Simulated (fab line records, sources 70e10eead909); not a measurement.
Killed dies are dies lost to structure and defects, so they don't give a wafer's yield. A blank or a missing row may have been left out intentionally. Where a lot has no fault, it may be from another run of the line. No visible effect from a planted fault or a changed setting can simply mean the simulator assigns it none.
Matching of chambers ; flow nand_harc ; rie_diel-08 running NHARC_HYBRID_BOND_ACTIVATE_00: 4 sister chambers
The step chemistry N2, time 60 s. 16 wafers are shown with their chamber, then 8 later ones without.

== WAFERS WITH THEIR CHAMBER ==
wafer;chamber;drypump_motor_current_A (A);rf_vpp_V (V);oes_product_au (a.u.)
L997.2;1;5.8;64.1;1.008
L997.3;2;5.1;63.6;1.002
L997.5;3;6.2;64.0;0.992
L100.3;2;5.2;64.4;0.986
L100.4;1;5.8;64.2;0.996
L100.5;3;6.2;64.2;0.996
L101.1;2;5.2;63.4;0.994
L101.4;3;6.3;63.2;1.000
L101.5;2;5.2;63.7;0.986
L102.2;3;6.2;64.0;0.987
L102.4;0;5.7;64.7;0.986
L102.6;1;5.8;63.9;0.986
L105.2;1;5.8;65.2;0.997
L105.4;2;5.2;64.0;0.989
L105.5;2;5.1;63.5;0.995
L106.3;1;5.7;65.7;1.004

SIGNATURES, as means of the wafers listed above
reading;chamber 0;chamber 1;chamber 2;chamber 3;scatter within a chamber
drypump_motor_current_A;5.700;5.780;5.167;6.225;0.049
rf_vpp_V;64.700;64.620;63.767;63.850;0.559
oes_product_au;0.98600;0.99820;0.99200;0.99375;0.0069
Rule: for each reading, subtract the chamber's mean from the wafer's reading, divide by that reading's scatter and square the result; add these up over the readings and take the root, which gives the wafer's distance from the chamber. The wafer belongs to the nearest chamber; if the next one is less than 2 further off, it can't be placed. The scatter: the root of (the sum of the squares of (reading less its chamber's mean) over the shown wafers, divided by (wafers less chambers)).

== WAFERS WHOSE CHAMBER IS MISSING ==
wafer;drypump_motor_current_A (A);rf_vpp_V (V);oes_product_au (a.u.)
L106.4;6.2;63.7;1.004
L106.6;5.8;65.3;1.003
L111.2;5.1;63.6;1.003
L111.4;5.7;62.9;1.008
L111.6;6.2;64.1;0.983
L118.1;5.1;62.9;1.000
L118.2;5.7;64.5;1.002
L118.5;5.7;63.4;0.999

== WHICH CHAMBER EACH ONE RAN IN ==
wafer;from the rows above;in truth
L106.4;3;3
L106.6;can't be placed: 1 or 0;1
L111.2;2;2
L111.4;can't be placed: 1 or 0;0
L111.6;3;3
L118.1;2;2
L118.2;can't be placed: 1 or 0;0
L118.5;can't be placed: 1 or 0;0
Placed correctly: 4 of 8. Not placeable from these rows: 4 (in 4, the candidates include the true chamber). Number placed wrongly: 0.
